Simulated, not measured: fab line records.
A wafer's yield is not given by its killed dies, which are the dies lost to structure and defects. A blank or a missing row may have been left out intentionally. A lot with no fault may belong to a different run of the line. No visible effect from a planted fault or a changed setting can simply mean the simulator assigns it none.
Matching of chambers ; flow n5_finfet ; 4 sister chambers for N5_BEOL_M2_ETCHBACK_99 on rie_diel-03
The step etches SiO2 in CHF3, target depth 5 nm, time 10.4 s. 4 wafers are shown with their chamber, then 7 later ones without.

## WAFERS WITH THEIR CHAMBER
wafer;chamber;showerhead_plenum_p_Torr (Torr)
L082.4;0;2.03
L085.5;2;2.09
L086.1;1;2.08
L086.3;3;2.25

## WAFERS WITH NO CHAMBER GIVEN
wafer;showerhead_plenum_p_Torr (Torr)
L086.4;2.08
L093.1;2.08
L093.3;2.25
L093.4;2.29
L097.2;2.09
L097.3;2.07
L097.6;2.25

## EACH ONE'S CHAMBER
wafer;from the rows above;in truth
L086.4;can't be placed: 1 or 2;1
L093.1;can't be placed: 1 or 2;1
L093.3;3;3
L093.4;3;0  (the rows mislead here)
L097.2;can't be placed: 2 or 1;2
L097.3;can't be placed: 1 or 2 or 0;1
L097.6;3;3
Placed correctly: 2 of 7. From these rows, 4 cannot be placed; in 4 the true chamber is one of the candidates. 1 placed wrongly.
How it was worked out, from the rows above alone: a wafer's distance from a chamber is the root of the sum, over the readings, of the square of ((its reading less the chamber's mean) divided by the reading's scatter). If the next closest chamber is less than 2 further off than the closest, the wafer can't be placed; otherwise it belongs to the closest. For every chamber, the mean is computed from those of its wafers that are shown. The scatter: root of mean squared gap, hidden wafer to nearest shown wafer, with one shown wafer a chamber.
